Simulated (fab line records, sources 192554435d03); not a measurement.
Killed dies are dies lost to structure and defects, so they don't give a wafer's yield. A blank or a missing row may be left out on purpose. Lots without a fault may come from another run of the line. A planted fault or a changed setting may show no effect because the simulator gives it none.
Chamber matching | flow n5_finfet | N5_BEOL_M5_PRE_CLEAN_77 on cvd_co-02: 3 sister chambers
The step time 15 s. 6 wafers are shown with their chamber, then 12 later ones without.

WAFERS WITH THEIR CHAMBER
wafer  | chamber | heater_power_w (W)
L087.5 | 0       | 75
L085.4 | 2       | 86
L085.6 | 1       | 85
L086.1 | 0       | 74
L086.2 | 2       | 86
L086.6 | 1       | 88

WAFERS WITHOUT THEIR CHAMBER
wafer  | heater_power_w (W)
L088.1 | 88
L088.3 | 85
L088.5 | 84
L090.1 | 87
L090.2 | 84
L090.4 | 87
L093.1 | 87
L093.3 | 74
L093.6 | 86
L096.1 | 85
L096.5 | 75
L096.6 | 87

WHICH CHAMBER EACH WENT THROUGH
wafer  | from the rows above     | in truth
L088.1 | can't be placed: 1 or 2 | 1
L088.3 | can't be placed: 2 or 1 | 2
L088.5 | can't be placed: 2 or 1 | 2
L090.1 | can't be placed: 1 or 2 | 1
L090.2 | can't be placed: 2 or 1 | 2
L090.4 | can't be placed: 1 or 2 | 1
L093.1 | can't be placed: 1 or 2 | 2
L093.3 | 0                       | 0
L093.6 | can't be placed: 2 or 1 | 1
L096.1 | can't be placed: 2 or 1 | 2
L096.5 | 0                       | 0
L096.6 | can't be placed: 1 or 2 | 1
Placed correctly: 2 of 12. Can't be placed from these rows: 10 (the true chamber is among the candidates in 10). Placed wrongly: 0.
How it was worked out, from the rows above alone: a wafer's distance from a chamber is the root of the sum, over the readings, of the square of ((its reading less the chamber's mean) divided by the reading's scatter). The wafer belongs to the nearest chamber; if the next one is less than 2 further off, it can't be placed. A chamber's mean is the mean of its shown wafers. The scatter: the root of (the sum of the squares of (reading less its chamber's mean) over the shown wafers, divided by (wafers less chambers)).
